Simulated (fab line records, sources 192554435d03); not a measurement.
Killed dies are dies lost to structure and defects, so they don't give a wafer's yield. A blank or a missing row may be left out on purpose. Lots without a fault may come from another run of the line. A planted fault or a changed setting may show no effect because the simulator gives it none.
Split-lot experiment | flow n5_finfet | 7 lots, 39 wafers read, on a route of 1938 steps

THE SPLIT
At N5_BEOL_M9_VIA_ETCH_34 (etches SiCOH lowk in C4F6/O2, target depth 182.4 nm, time 68.4 s), the setting target_depth_a was moved away from the recipe's 1824 angstrom on 15 of the 39 wafers read, by -46.4% to +26.1%. The other wafers ran this setting at the recipe's value.

The reading is taken at the split's own step.

THE READING
SOC_of_BEOL_M9_COAT_63.thk_nm (the simulator's own value, which no gauge read), in nm, at N5_BEOL_M9_VIA_ETCH_34 (etches SiCOH lowk in C4F6/O2, target depth 182.4 nm, time 68.4 s). The file gives no usual value for it. The 24 wafers here that ran the recipe average 50.8 nm, standard deviation 0.38 nm.

wafer  | tool, chamber at the split | target_depth_a as run, angstrom | against the recipe | SOC_of_BEOL_M9_COAT_63.thk_nm, nm | against lot-mates on the recipe
L074.1 | rie_diel-03, 3             | 1191                            | -34.7%             | 53.6                              | +2.9
L074.2 | rie_diel-03, 1             | 1824                            | recipe             | 50.8                              | -
L074.3 | rie_diel-03, 2             | 1824                            | recipe             | 50.4                              | -
L074.4 | rie_diel-03, 0             | 1191                            | -34.7%             | 53.6                              | +2.9
L074.5 | rie_diel-03, 1             | 1824                            | recipe             | 50.8                              | -
L074.6 | rie_diel-03, 0             | 1191                            | -34.7%             | 53.8                              | +3.1
L077.1 | rie_diel-02, 3             | 1824                            | recipe             | 50.8                              | -
L077.2 | rie_diel-02, 2             | 2300                            | +26.1%             | 47.2                              | -3.2
L077.3 | rie_diel-02, 0             | 1824                            | recipe             | 50.6                              | -
L077.4 | rie_diel-02, 1             | 2300                            | +26.1%             | 48.6                              | -1.8
L077.5 | rie_diel-02, 2             | 1824                            | recipe             | 49.8                              | -
L077.6 | rie_diel-02, 1             | 2300                            | +26.1%             | 48.4                              | -2.0
L079.1 | rie_diel-02, 2             | 1824                            | recipe             | 50.2                              | -
L079.2 | rie_diel-02, 3             | 977.8                           | -46.4%             | 55.4                              | +4.7
L079.3 | rie_diel-02, 1             | 1824                            | recipe             | 51.2                              | -
L079.4 | rie_diel-02, 0             | 1824                            | recipe             | 50.8                              | -
L079.5 | rie_diel-02, 1             | 977.8                           | -46.4%             | 55.2                              | +4.5
L079.6 | rie_diel-02, 2             | 977.8                           | -46.4%             | 54.6                              | +3.9
L081.1 | rie_diel-02, 1             | 1824                            | recipe             | 51                                | -
L081.2 | rie_diel-02, 3             | 1824                            | recipe             | 51                                | -
L081.4 | rie_diel-02, 0             | 1824                            | recipe             | 50.8                              | -
L082.1 | rie_diel-02, 3             | 1240                            | -32.0%             | 53.8                              | +2.9
L082.2 | rie_diel-02, 1             | 1824                            | recipe             | 51                                | -
L082.3 | rie_diel-02, 2             | 1240                            | -32.0%             | 53.2                              | +2.3
L082.4 | rie_diel-02, 0             | 1824                            | recipe             | 50.8                              | -
L082.5 | rie_diel-02, 2             | 1240                            | -32.0%             | 53                                | +2.1
L082.6 | rie_diel-02, 3             | 1824                            | recipe             | 51                                | -
L092.1 | rie_diel-02, 1             | 1824                            | recipe             | 51                                | -
L092.2 | rie_diel-02, 3             | 1824                            | recipe             | 51                                | -
L092.3 | rie_diel-02, 2             | 1824                            | recipe             | 50.2                              | -
L092.4 | rie_diel-02, 0             | 1824                            | recipe             | 50.6                              | -
L092.5 | rie_diel-02, 3             | 1824                            | recipe             | 51                                | -
L092.6 | rie_diel-02, 2             | 1824                            | recipe             | 50                                | -
L096.1 | rie_diel-01, 0             | 1038                            | -43.1%             | 55                                | +3.9
L096.2 | rie_diel-01, 2             | 1824                            | recipe             | 51                                | -
L096.3 | rie_diel-01, 3             | 1824                            | recipe             | 51.4                              | -
L096.4 | rie_diel-01, 1             | 1824                            | recipe             | 51                                | -
L096.5 | rie_diel-01, 0             | 1038                            | -43.1%             | 55                                | +3.9
L096.6 | rie_diel-01, 1             | 1038                            | -43.1%             | 54.8                              | +3.7

THE FIT
A straight line over all 39 wafers: SOC_of_BEOL_M9_COAT_63.thk_nm changes by -0.0927 nm for each +1% of target_depth_a; r = -0.98; the points scatter about the line by 0.41 nm.
The same after taking each lot's own level away (the mean of its wafers on the recipe; 39 wafers): -0.088 nm for each +1%; r = -0.98; scatter 0.37 nm.
On that fit, the largest move of target_depth_a shifts the reading by 4.1 nm.
The lots' own levels span 50.40 to 51.13 nm, that is 1.9 times the standard deviation above.
So the lot-to-lot level changes the slope little: the two slopes agree.
Check: with one of the wafers moved furthest among these (-46.4%) left out of the fit, the line predicts +3.99 nm for it against its lot-mates. It came out at +4.67 nm against them.

OTHER SPLITS ON THESE WAFERS
These wafers also went through other splits before the reading. Each is held against what the fit with the lots' levels taken away leaves over:
other split on the same wafers     | wafers away from the commonest value | r with SOC_of_BEOL_M9_COAT_63.thk_nm (lot level and that fit taken away)
N5_BEOL_M1_ILD_DEP_00 time_s       | 15                                   | +0.27
N5_BEOL_M4_DESCUM_16 time_s        | 12                                   | -0.20
N5_BEOL_M8_ILD_DEP_00 target_thk_a | 9                                    | -0.08

THE WHOLE CHAIN: every reading that the file lists as answering this split, in the file's order
step                   | what it does                                                     | reading                                                                        | change (the file's fit)                | r (the file's)
N5_BEOL_M9_VIA_ETCH_34 | etches SiCOH lowk in C4F6/O2, target depth 182.4 nm, time 68.4 s | etch.depth_nm (the simulator's own value, which no gauge read)                 | +1.81 nm for each +1% of the setting   | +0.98
N5_BEOL_M9_VIA_ETCH_34 | etches SiCOH lowk in C4F6/O2, target depth 182.4 nm, time 68.4 s | SOC_of_BEOL_M9_COAT_63.thk_nm (the simulator's own value, which no gauge read) | -0.0877 nm for each +1% of the setting | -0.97

THE FILE'S OWN FIT
SOC_of_BEOL_M9_COAT_63.thk_nm changes by -0.0877 nm for each +1% of target_depth_a, r = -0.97.
